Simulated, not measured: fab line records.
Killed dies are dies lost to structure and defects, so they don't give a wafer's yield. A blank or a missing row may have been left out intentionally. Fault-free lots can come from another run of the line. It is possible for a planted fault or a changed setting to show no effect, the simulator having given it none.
fab line records    flow n5_finfet
[record] lots = 5  wafers = 14  last_day = 19
route steps=1938 shown MOL_CONTACT_COAG@529 BEOL_M4@1111 PASSIVATION@1936
lots that met no fault: taken from a fault-free run of the same line
start_h: hours from the record's opening day to when the first of the lot's shown wafers began    wait_h: hours elapsed since this lot's preceding step    " identical to the entry in the row above    L1.1+2: several wafers, shown together as one row    - no value, or no start given    * or withheld: withheld    < > ~ a bound
route shown NAME@n: names a module that has steps shown in the file, with the first one's number in the route    usual: mean/standard deviation of fault-free wafers    same: alike in all rows    chamber/n: place in a boat    sites: each site's reading    _std_site: the standard deviation of these    _edge_site: mean of outer sites minus mean of inner sites    radius_mm: for every site, how far away it sits from the centre of the wafer    mask NAME#n: copy n    behind: the tool/chamber that last shaped the wafer    hold: cause of the lot's hold/its duration in hours/its outcome    device: the n, p or np transistor that did not switch    end of line: tests run on the same wafers once the route is complete    a step without rows: its recipe alone    killed: count of dies lost to structure and defects at first sort (not the wafer's yield)    map: a wafer's dies, x killed, . not, _ none there
set.NAME: the setting that was run; set.NAME@STEP: the one run at that earlier step    model.NAME: the simulator's own value behind a step, which no gauge read
lots seen at some steps along the route; tables by step, rows by wafer
services: a tool's chamber out of use, with start hour (start_h, from the record's first day; less than 0 if before it), hours out, and reason
[[steps]]
[step N5_MOL_CONTACT_COAG_DESCUM_13]
[recipe] chemistry = O2  time_s = 7  source_power_w = 50  bias_power_w = 20  pressure_mtorr = 20  rf_frequency_hz = 2.712e+07  temp_c = 40  resist = CAR-EUV  o2_flow_sccm = 225
[step N5_MOL_CONTACT_COAG_ETCH_59]
[recipe] chemistry = N2/H2  target = underlayer  target_depth_a = 130  mask_material = CAR-EUV  time_s = 10.4  ion_energy_ev = 200  pressure_mtorr = 30  source_w = 840  bias_w = 150  n2_flow_sccm = 200  h2_flow_sccm = 200  ends = cleared
[step N5_MOL_CONTACT_COAG_ETCH_105]
[recipe] chemistry = CF4  target = SiARC  target_depth_a = 156  mask_material = CAR-EUV  time_s = 26  ion_energy_ev = 80  pressure_mtorr = 40  source_w = 545  bias_w = 36  Ar_flow_sccm = 100  cf4_flow_sccm = 100  ends = cleared
[step N5_MOL_CONTACT_COAG_ETCH_106]
[recipe] chemistry = N2/H2  target = SOC  target_depth_a = 800  overetch_a = 160  mask_material = SiARC  temp_c = 40  time_s = 120  ion_energy_ev = 200  pressure_mtorr = 30  source_w = 840  bias_w = 150  n2_flow_sccm = 200  h2_flow_sccm = 200
[step N5_MOL_CONTACT_COAG_STRIP_107]
[recipe] chemistry = N2/H2  temp_c = 40  n2_flow_sccm = 200  h2_flow_sccm = 200  rf_frequency_hz = 6e+07
[step N5_MOL_CONTACT_COAG_STRIP_108]
[recipe] chemistry = N2/H2  temp_c = 40  n2_flow_sccm = 200  h2_flow_sccm = 200  rf_frequency_hz = 6e+07
[step N5_MOL_CONTACT_COAG_CONTACT_ETCH_14]
[recipe] chemistry = C4F6/O2  target = SiO2  target_depth_a = 275  overetch_a = 85  mask_material = SOC  pressure_mtorr = 30  source_w = 370  bias_w = 185  Ar_flow_sccm = 300  C4F6_flow_sccm = 16  O2_flow_sccm = 10  time_s = 20  ion_energy_ev = 259.6
[step N5_MOL_CONTACT_COAG_STRIP_109]
[recipe] chemistry = C4F6/O2  resist = SiARC  rf_frequency_hz = 6e+07
[step N5_MOL_CONTACT_COAG_ETCH_15]
[recipe] chemistry = CH3F/O2  target = SiNx  target_depth_a = 70  mask_material = SOC  stop_on = Si:P  over_etch_frac = 0.75  ion_energy_ev = 120  pressure_mtorr = 30  source_w = 395  bias_w = 73  Ar_flow_sccm = 150  CH3F_flow_sccm = 30  O2_flow_sccm = 20
[step N5_MOL_CONTACT_COAG_ETCH_110]
[recipe] chemistry = CF4/O2  target = Si  target_depth_a = 25  time_s = 8  pressure_mtorr = 100  source_w = 200  bias_w = 12  ion_energy_ev = 60  Ar_flow_sccm = 100  cf4_flow_sccm = 100  O2_flow_sccm = 10
[usual] O2_flow_sccm = 10.00/0.032  bias_w = 12.00/0.033  cf4_flow_sccm = 100.02/0.29  drypump_motor_current_A = 5.6/0.43  oes_product_au = 0.78/0.096  rf_vpp_V = 128/3.6  showerhead_plenum_p_Torr = 2.24/0.066  throttle_valve_pct = 10.77/0.25
lot.wafer  tool         chamber  start_h  wait_h  O2_flow_sccm  bias_w  cf4_flow_sccm  drypump_motor_current_A  oes_product_au  rf_hours_counter_h  rf_vpp_V  showerhead_plenum_p_Torr  throttle_valve_pct  model.SiGe-B_of_SD_EPI_P_EPI_21.thk_nm  model.SOC_of_MOL_CONTACT_COAG_COAT_103.thk_nm
L851.1     rie_diel-03  2        135.83   0.0     9.98          11.99   99.77          5.3                      0.75            166                 128       2.14                      11.00               57.2                                    73.2
L851.3     "            0        "        "       9.99          12.06   99.89          5.0                      0.89            26                  130       2.26                      10.50               58                                      73.4
L851.6     "            0        "        "       9.94          11.97   100.03         5.0                      0.90            -                   129       2.26                      10.51               57.6                                    73.2
L856.1     rie_diel-04  0        169.44   0.0     -             -       -              -                        -               -                   -         -                         -                   61.6                                    75.4
L856.2     "            1        "        "       -             -       -              -                        -               -                   -         -                         -                   61.2                                    75
L856.3     "            3        "        "       -             -       -              -                        -               -                   -         -                         -                   61.6                                    75.2
L857.3     rie_diel-03  2        176.90   0.0     -             -       -              -                        -               -                   -         -                         -                   59                                      75
L857.5     "            3        "        "       -             -       -              -                        -               -                   -         -                         -                   59.6                                    75.2
L857.6     "            2        "        "       -             -       -              -                        -               -                   -         -                         -                   58.8                                    75.2
L858.2     rie_diel-04  1        180.25   0.0     -             -       -              -                        -               -                   -         -                         -                   59.8                                    75.4
L858.4     "            2        "        "       -             -       -              -                        -               -                   -         -                         -                   60.2                                    75.2
L858.6     "            1        "        "       -             -       -              -                        -               -                   -         -                         -                   59                                      75.2
L866.2     rie_diel-03  0        228.09   0.0     9.97          12.04   100.51         5.0                      0.85            57                  129       2.25                      10.62               58.4                                    73.6
L866.6     "            3        "        "       9.96          11.93   100.00         4.9                      0.91            -                   135       2.35                      10.46               58.4                                    73.8
[step N5_MOL_CONTACT_COAG_STRIP_98]
[recipe] chemistry = N2/H2  power_w = 500  temp_c = 40  pressure_mtorr = 50  rf_frequency_hz = 6e+07  overash_fraction = 0.3  bias_power_w = 8  h2_frac = 0.5  n2_flow_sccm = 300  h2_flow_sccm = 300
[step N5_BEOL_M4_RC_MEAS_101]
[usual] DIBL_N = 36.4/2.2  DIBL_P = 36.3/2.5  IOFF_N = 0.17/0.052  IOFF_P = 0.23/0.049  ION_N = 674/17  ION_P = 464/11  SS_N = 71.7/0.98  SS_P = 73.3/0.84  VT_N = 250/4  VT_P = -249/3.8
lot.wafer  tool       chamber  start_h  wait_h  DIBL_N[mV/V]  DIBL_P[mV/V]  IOFF_N[nA/um]  IOFF_P[nA/um]  ION_N[uA/um]  ION_P[uA/um]  SS_N[mV/dec]  SS_P[mV/dec]  VT_N[mV]  VT_P[mV]
L851.1     prober-01  0        259.17   0.0     33.6          34.8          0.13           0.18           650           443           72.0          73.4          253       -252
L851.3     "          0        "        "       36.0          36.1          0.16           0.20           657           451           72.4          73.3          253       -253
L851.6     "          0        "        "       37.6          39.2          0.21           0.27           695           474           73.0          74.0          246       -244
L857.3     prober-01  0        277.69   0.3     35.4          32.9          0.13           0.18           654           457           70.7          72.1          252       -251
L857.5     "          0        "        "       35.4          33.6          0.14           0.20           665           463           70.8          72.8          250       -251
L857.6     "          0        "        "       36.3          35.5          0.15           0.22           671           465           71.3          73.2          251       -248
L856.1     prober-02  0        284.41   0.0     37.6          37.1          0.18           0.23           681           468           70.9          73.2          247       -249
L856.2     "          0        "        "       37.7          36.5          0.17           0.22           684           469           71.8          73.5          249       -249
L856.3     "          0        "        "       40.9          40.0          0.26           0.30           668           455           72.9          74.3          242       -245
L858.2     prober-02  0        304.33   0.2     35.8          35.7          0.15           0.20           653           455           71.7          73.4          253       -251
L858.4     "          0        "        "       34.8          35.6          0.15           0.22           685           469           71.1          72.6          250       -249
L858.6     "          0        "        "       35.3          34.9          0.15           0.20           664           455           71.5          73.8          250       -251
L866.2     prober-01  0        349.62   0.9     37.3          37.8          0.17           0.24           683           472           71.9          73.3          250       -249
L866.6     "          0        "        "       33.2          32.8          0.11           0.17           648           457           71.4          71.8          254       -253
[step N5_PASSIVATION_PROBE_49]
[usual] defect_limited_yield = 91.2/1.4  killed_at_M0_to_M3 = 34/9.3  killed_at_M4_up = 14/5.9  killed_at_contacts = 14/5.7  killed_at_front_end = 38/10  killed_at_other = 4/3.2  killed_dies = 104/17  killed_on_rim = 14/4  killed_open = 67/13  killed_short = 33/6.9  sort_bin_5_function = 5.2/1  sort_bin_6_memory = 3.3/0.61  sort_bin_8_speed = 0.3/1.8  sort_n_pass = 1069/52  sort_yield_pct = 91/4.4
[same] gross_dies = 1180  killed_at_back_side = 0  sort_bin_4_leakage[%] = 0
lot.wafer  tool       chamber  start_h  wait_h  defect_limited_yield[%]  killed_at_M0_to_M3  killed_at_M4_up  killed_at_contacts  killed_at_front_end  killed_at_other  killed_dies  killed_on_rim  killed_open  killed_short  sort_bin_5_function[%]  sort_bin_6_memory[%]  sort_bin_8_speed[%]  sort_n_pass  sort_yield_pct[%]
L851.3     prober-01  -        372.05   0.1     90.6                     46                  15               12                  31                   7                111          16             73           32            5.4                     4.0                   0                    1069         91
L851.6     prober-01  -        372.20   0.3     93.5                     21                  13               5                   36                   2                77           8              42           30            2.9                     3.3                   0                    1103         93
L857.3     prober-01  -        392.31   0.1     88.3                     23                  28               20                  62                   5                138          12             91           41            7.1                     4.2                   0                    1042         88
L857.5     prober-01  -        392.41   0.2     89.0                     45                  13               20                  39                   13               130          20             84           36            6.4                     4.4                   0                    1050         89
L857.6     prober-01  -        392.46   0.3     86.7                     46                  17               17                  70                   7                157          16             100          48            6.9                     6.2                   0                    1023         87
L856.2     prober-02  -        398.66   0.1     93.2                     22                  9                8                   34                   7                80           10             45           33            3.9                     2.5                   0                    1100         93
L856.3     prober-02  -        398.71   0.1     92.7                     31                  11               2                   36                   6                86           10             46           36            4.0                     3.1                   0                    1094         93
L858.2     prober-02  -        416.78   0.1     89.9                     55                  6                23                  30                   5                119          20             56           45            6.0                     3.6                   0                    1061         90
L858.4     prober-02  -        416.88   0.2     91.6                     49                  12               12                  23                   3                99           12             66           29            5.7                     2.5                   0                    1081         92
L858.6     prober-02  -        416.98   0.3     86.4                     43                  5                26                  27                   59               160          24             62           20            11.8                    1.6                   0                    1020         86
L866.2     prober-01  -        461.59   0.7     90.0                     43                  14               13                  41                   7                118          23             81           37            6.3                     3.5                   0                    1062         90
L866.6     prober-01  -        461.79   0.9     90.8                     53                  12               5                   37                   2                109          14             70           33            5.8                     3.0                   0                    1071         91
// killed by level:class
L851.3 BEOL_M0_SAQP:geometric_particle:open=14 BEOL_M3:geometric_particle:open=10 MOL_CONTACT_COAG:geometric_particle:open=8 BEOL_M0_SAQP:geometric_particle:short=7 FIN_SAQP:geometric_particle:open=6 FIN_SAQP:geometric_particle:short=6 DUMMY_GATE:geometric_particle:open=5 BEOL_M1:geometric_particle:open=5
L851.6 DUMMY_GATE:geometric_particle:open=7 FIN_SAQP:geometric_particle:short=6 STI_FIN_REVEAL:geometric_particle:open=6 BEOL_M0_SAQP:geometric_particle:open=6 BEOL_M0_SAQP:geometric_particle:short=5 FIN_SAQP:geometric_particle:open=4 STARTING-WAFER:geometric_particle:short=4 SDB:geometric_particle:short=3
L857.3 STI_FIN_REVEAL:geometric_particle:open=18 MOL_CONTACT_COAG:geometric_particle:open=17 BEOL_M4:geometric_particle:open=13 FIN_SAQP:geometric_particle:short=7 FIN_SAQP:geometric_particle:open=7 ILD0:geometric_particle:short=7 ILD0:geometric_particle:open=6 STI_FIN_REVEAL:geometric_particle:short=5
L857.5 MOL_CONTACT_COAG:geometric_particle:open=15 STI_FIN_REVEAL:geometric_particle:open=10 BEOL_M0_SAQP:geometric_particle:open=10 BEOL_M1:geometric_particle:open=9 PASSIVATION:area_etch=9 BEOL_M3:geometric_particle:open=8 STI_FIN_REVEAL:geometric_particle:short=7 BEOL_M0_SAQP:geometric_particle:short=7
L857.6 STI_FIN_REVEAL:geometric_particle:open=21 FIN_SAQP:geometric_particle:open=14 FIN_SAQP:geometric_particle:short=12 BEOL_M1:geometric_particle:open=10 BEOL_M3:geometric_particle:open=10 MOL_CONTACT_COAG:geometric_particle:open=9 BEOL_M0_SAQP:geometric_particle:short=9 MOL_CONTACT_COAG:geometric_particle:short=8
L856.2 FIN_SAQP:geometric_particle:short=7 STI_FIN_REVEAL:geometric_particle:open=5 BEOL_M3:geometric_particle:open=5 MOL_CONTACT_COAG:geometric_particle:short=4 MOL_CONTACT_COAG:geometric_particle:open=4 PAD_METAL:geometric_particle:open=4 FIN_SAQP:geometric_particle:open=3 ILD0:geometric_particle:short=3
L856.3 STI_FIN_REVEAL:geometric_particle:open=8 GATE_CUT:geometric_particle:short=8 BEOL_M1:geometric_particle:open=8 BEOL_M4:geometric_particle:open=7 BEOL_M1:geometric_particle:short=6 BEOL_M3:geometric_particle:open=6 BEOL_M0_SAQP:geometric_particle:short=5 DUMMY_GATE:geometric_particle:open=4
L858.2 BEOL_M1:geometric_particle:open=20 MOL_CONTACT_COAG:area_etch=15 GATE_CUT:geometric_particle:short=8 BEOL_M0_SAQP:geometric_particle:short=8 BEOL_M2:geometric_particle:open=6 MOL_CONTACT_COAG:geometric_particle:open=5 BEOL_M3:geometric_particle:open=5 FIN_SAQP:geometric_particle:short=4
L858.4 BEOL_M2:geometric_particle:open=12 MOL_CONTACT_COAG:geometric_particle:open=11 BEOL_M0_SAQP:geometric_particle:short=9 STI_FIN_REVEAL:geometric_particle:open=8 BEOL_M3:geometric_particle:open=8 BEOL_M0_SAQP:geometric_particle:open=7 BEOL_M1:geometric_particle:open=5 FIN_SAQP:geometric_particle:open=4
L858.6 PASSIVATION:area_etch=53 MOL_CONTACT_COAG:area_etch=20 BEOL_M0_SAQP:geometric_particle:open=12 BEOL_M1:geometric_particle:open=10 FIN_SAQP:geometric_particle:open=7 BEOL_M0_SAQP:geometric_particle:short=7 MOL_CONTACT_COAG:geometric_particle:open=6 DUMMY_GATE:geometric_particle:open=5
L866.2 FIN_SAQP:geometric_particle:open=16 BEOL_M3:geometric_particle:open=13 MOL_CONTACT_COAG:geometric_particle:open=9 BEOL_M0_SAQP:geometric_particle:open=9 BEOL_M0_SAQP:geometric_particle:short=8 FIN_SAQP:geometric_particle:short=6 BEOL_M2:geometric_particle:open=5 STI_FIN_REVEAL:geometric_particle:open=4
L866.6 BEOL_M3:geometric_particle:open=16 BEOL_M0_SAQP:geometric_particle:open=14 BEOL_M0_SAQP:geometric_particle:short=11 BEOL_M4:geometric_particle:open=7 MOL_CONTACT_COAG:geometric_particle:open=5 FIN_SAQP:geometric_particle:short=4 FIN_SAQP:geometric_particle:open=4 ILD0:geometric_particle:short=4
[[services]]
tool         chamber  start_h  hours  kind
rie_diel-04  3        118.34   -      clean
rie_diel-04  3        118.34   -      consumable_replace:focus_ring
rie_diel-04  3        118.34   17.5   scheduled_down
rie_diel-04  3        118.34   17.5   vent_cycle
rie_diel-03  3        134.34   -      clean
rie_diel-03  3        134.34   -      consumable_replace:focus_ring
rie_diel-03  3        134.34   -      consumable_replace:showerhead
rie_diel-03  3        134.34   23.1   scheduled_down
rie_diel-03  3        134.34   23.1   vent_cycle
rie_diel-04  2        135.83   -      clean
rie_diel-04  2        135.83   -      consumable_replace:focus_ring
rie_diel-04  2        135.83   -      consumable_replace:showerhead
rie_diel-04  2        135.83   27.6   scheduled_down
rie_diel-04  2        135.83   27.6   vent_cycle
rie_diel-04  0        148.13   4.3    repair
rie_diel-03  0        201.11   2.7    repair
[[key]]
[first_sign] step = N5_MOL_CONTACT_COAG_ETCH_110  reading = tool_record  direction = missing
effect none on later readings
[model_effect] step = N5_MOL_CONTACT_COAG_ETCH_110  value = SiGe-B_of_SD_EPI_P_EPI_21.thk_nm  without = 57.62  struck = 60.09
met_at N5_MOL_CONTACT_COAG_ETCH_110
struck_wafers L856.1,L856.2,L856.3,L857.3,L857.5,L857.6,L858.2,L858.4,L858.6
[baseline_loss] step = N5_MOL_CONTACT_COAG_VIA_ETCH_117  wafers = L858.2
[baseline_loss] step = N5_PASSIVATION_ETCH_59  wafers = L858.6
onset_between 135.83 169.44
[fault] kind = skipped_step_whole  tool = rie_diel-03,rie_diel-04  chamber = -  onset_h = 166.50  steps = N5_MOL_CONTACT_COAG_ETCH_110  scope = struck_lots_only
// baseline_loss: these wafers lose ten dies or more at that step, a loss of the line's own and not of a fault; the sort's usual values leave them out
